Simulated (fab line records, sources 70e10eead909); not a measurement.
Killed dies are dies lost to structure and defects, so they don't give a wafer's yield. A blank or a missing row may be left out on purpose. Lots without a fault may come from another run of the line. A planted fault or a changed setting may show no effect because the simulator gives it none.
Which tool did it? | flow nand_harc | 11 lots, 33 wafers sampled, at 5 steps of a route of 1159

WHAT THE GAUGES READ, wafer by wafer
NHARC_END_SORT_01.
lot  | measured     | on        | killed_at_array
L303 | day 23 01:55 | prober-01 | 45 45 41

WHICH TOOL RAN EACH LOT (tool, then ch and the chambers of the sampled wafers, then the start)
lot  | NHARC_A_STAIRCASE_TRIM_191                    | NHARC_A_STAIRCASE_DESCUM_219       | NHARC_A_STAIRCASE_TRIM_224         | NHARC_A_STAIRCASE_TRIM_235
L292 | rie_diel-11 ch 0,1, day 11 00:59 or earlier   | rie_diel-13 ch 1,2,3, day 11 00:59 | rie_diel-13 ch 1,2, day 11 02:11   | rie_diel-13 ch 0,2, no start
L291 | rie_diel-13 ch 1,2,3, day 11 02:36 or earlier | rie_diel-13 ch 1,2,3, day 11 02:36 | rie_diel-13 ch 0,2,3, day 11 03:24 | rie_diel-10 ch 1,3, no start
L294 | rie_diel-13 ch 0,1,2, day 11 16:54 or earlier | rie_diel-10 ch 2,3, day 11 16:54   | rie_diel-10 ch 1,2, day 11 19:28   | rie_diel-11 ch 0,3, no start
L295 | rie_diel-10 ch 1,3, day 12 02:26 or earlier   | rie_diel-11 ch 1,2,3, day 12 02:26 | rie_diel-11 ch 0,1, day 12 02:59   | rie_diel-11 ch 1,2, no start
L305 | rie_diel-13 ch 1,2,3, day 14 08:47 or earlier | rie_diel-10 ch 0,1,3, day 14 08:47 | rie_diel-10 ch 0,1,3, day 14 09:29 | rie_diel-11 ch 0,1,2, no start
L303 | rie_diel-10 ch 1,2,3, day 14 11:54 or earlier | rie_diel-11 ch 0,3, day 14 11:54   | rie_diel-11 ch 2,3, day 14 12:31   | rie_diel-13 ch 0,1, day 23 01:55 or earlier
L304 | rie_diel-11 ch 0,1,2, day 14 15:11 or earlier | rie_diel-11 ch 0,1,2, day 14 15:11 | rie_diel-11 ch 0,1,3, day 14 15:52 | rie_diel-13 ch 0,3, no start
L307 | rie_diel-10 ch 0,1,2, day 14 22:00 or earlier | rie_diel-10 ch 0,2,3, day 14 22:00 | rie_diel-10 ch 0,2,3, day 14 22:37 | rie_diel-11 ch 0,1,2, no start
L311 | rie_diel-10 ch 0,1,2, day 16 17:02 or earlier | rie_diel-11 ch 1,2,3, day 16 17:02 | rie_diel-11 ch 1,2,3, day 16 17:35 | rie_diel-11 ch 0,1,3, no start
L313 | rie_diel-13 ch 0,2,3, day 17 00:52 or earlier | rie_diel-11 ch 0,2,3, day 17 00:52 | rie_diel-11 ch 0,1,3, day 17 01:26 | rie_diel-10 ch 0,1,3, no start
L314 | rie_diel-10 ch 2,3, day 17 12:09 or earlier   | rie_diel-11 ch 1,2, day 17 12:09   | rie_diel-11 ch 0,3, day 17 12:43   | rie_diel-11 ch 0,2,3, no start
- NHARC_A_STAIRCASE_TRIM_191: chemistry O2, time 211.2 s.
- NHARC_A_STAIRCASE_DESCUM_219: chemistry O2, time 3 s.
- NHARC_A_STAIRCASE_TRIM_224: chemistry O2, time 211.2 s.
- NHARC_A_STAIRCASE_TRIM_235: chemistry O2, time 211.2 s.

THE ANSWER, worked out from the rows above alone
Rule: what is usual is taken from the lots themselves. Put in order of their means at a reading, lots are off if they are a third of the lots or fewer, leave a main group of 4 or more, and stand apart from it by a gap of 3 or more times the standard deviation of the main group's means; of several such gaps the widest counts. A main group whose means are all the same, to the digits that the tables above print for the reading, isn't used. A lot without any number at a reading at which 4 lots or more have one is off too. The other lots that the step has rows for count as sound.
No lot is off at any reading shown: from this, nothing can be told.

WHAT THE SIMULATOR HAD PUT IN
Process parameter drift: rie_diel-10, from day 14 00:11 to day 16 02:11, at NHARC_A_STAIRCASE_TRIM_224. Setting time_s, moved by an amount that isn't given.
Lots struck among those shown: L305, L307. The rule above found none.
